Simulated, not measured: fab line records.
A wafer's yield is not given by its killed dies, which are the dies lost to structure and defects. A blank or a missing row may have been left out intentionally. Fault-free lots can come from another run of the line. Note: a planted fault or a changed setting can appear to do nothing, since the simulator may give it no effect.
Matching of chambers | flow nandHarc | cmp-03 running NHARC_P_M1_CMP_23: 4 sister chambers
The step polishes, t overpolish 20 s, target thk 157.82 nm. 18 wafers are shown with their chamber, then 9 later ones without.

WAFERS WITH THEIR CHAMBER
wafer  | chamber | timeToEndpointS (s) | motorCurrentA (A)
L076.3 | 2       | 27.2                | 12.0
L076.5 | 0       | 29.4                | 12.0
L076.6 | 1       | 29.4                | 10.8
L084.3 | 1       | 28.5                | 11.5
L084.4 | 0       | 30.2                | 12.2
L084.6 | 3       | 29.2                | 11.2
L085.2 | 3       | 26.1                | 11.9
L085.3 | 0       | 29.7                | 12.0
L085.5 | 0       | 30.0                | 11.6
L087.3 | 0       | 28.9                | 11.7
L087.4 | 3       | 24.7                | 11.8
L087.6 | 2       | 25.8                | 11.4
L089.2 | 1       | 26.3                | 10.7
L089.3 | 0       | 30.6                | 12.6
L089.4 | 2       | 25.5                | 11.6
L090.4 | 2       | 23.3                | 11.3
L090.5 | 2       | 27.0                | 11.0
L090.6 | 3       | 27.1                | 11.4

SIGNATURES (averages over the wafers above)
reading         | chamber 0 | chamber 1 | chamber 2 | chamber 3 | scatter within a chamber
timeToEndpointS | 29.800    | 28.067    | 25.760    | 26.775    | 1.4
motorCurrentA   | 12.017    | 11.000    | 11.460    | 11.575    | 0.369
Rule: for a wafer and a chamber, the distance is found by dividing, reading by reading, the gap between the wafer's reading and the chamber's mean by the reading's scatter, squaring, summing and taking the root. If the next closest chamber is less than 2 further off than the closest, the wafer can't be placed; otherwise it belongs to the closest. The scatter: take each reading less its chamber's mean, square it, sum over the shown wafers, divide by the number of wafers less the number of chambers, and take the root.

WAFERS WITH NO CHAMBER GIVEN
wafer  | timeToEndpointS (s) | motorCurrentA (A)
L092.3 | 26.3                | 11.1
L092.4 | 29.5                | 11.7
L092.5 | 27.9                | 10.9
L094.1 | 28.5                | 11.3
L094.3 | 27.1                | 11.4
L094.6 | 28.2                | 11.5
L097.1 | 23.4                | 12.1
L097.3 | 26.2                | 11.7
L097.5 | 23.3                | 11.1

WHICH CHAMBER EACH ONE RAN IN
wafer  | from the rows above               | in truth
L092.3 | can't be placed: 2 or 1 or 3      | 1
L092.4 | can't be placed: 0 or 3 or 1 or 2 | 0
L092.5 | can't be placed: 1 or 3 or 2      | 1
L094.1 | can't be placed: 1 or 3 or 2 or 0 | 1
L094.3 | can't be placed: 3 or 2 or 1      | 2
L094.6 | can't be placed: 3 or 1 or 2 or 0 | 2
L097.1 | can't be placed: 2 or 3           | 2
L097.3 | can't be placed: 3 or 2 or 1      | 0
L097.5 | can't be placed: 2 or 3 or 1      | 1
Correct placement for 0 of the 9. Can't be placed from these rows: 9 (the true chamber is among the candidates in 8). 0 placed wrongly.
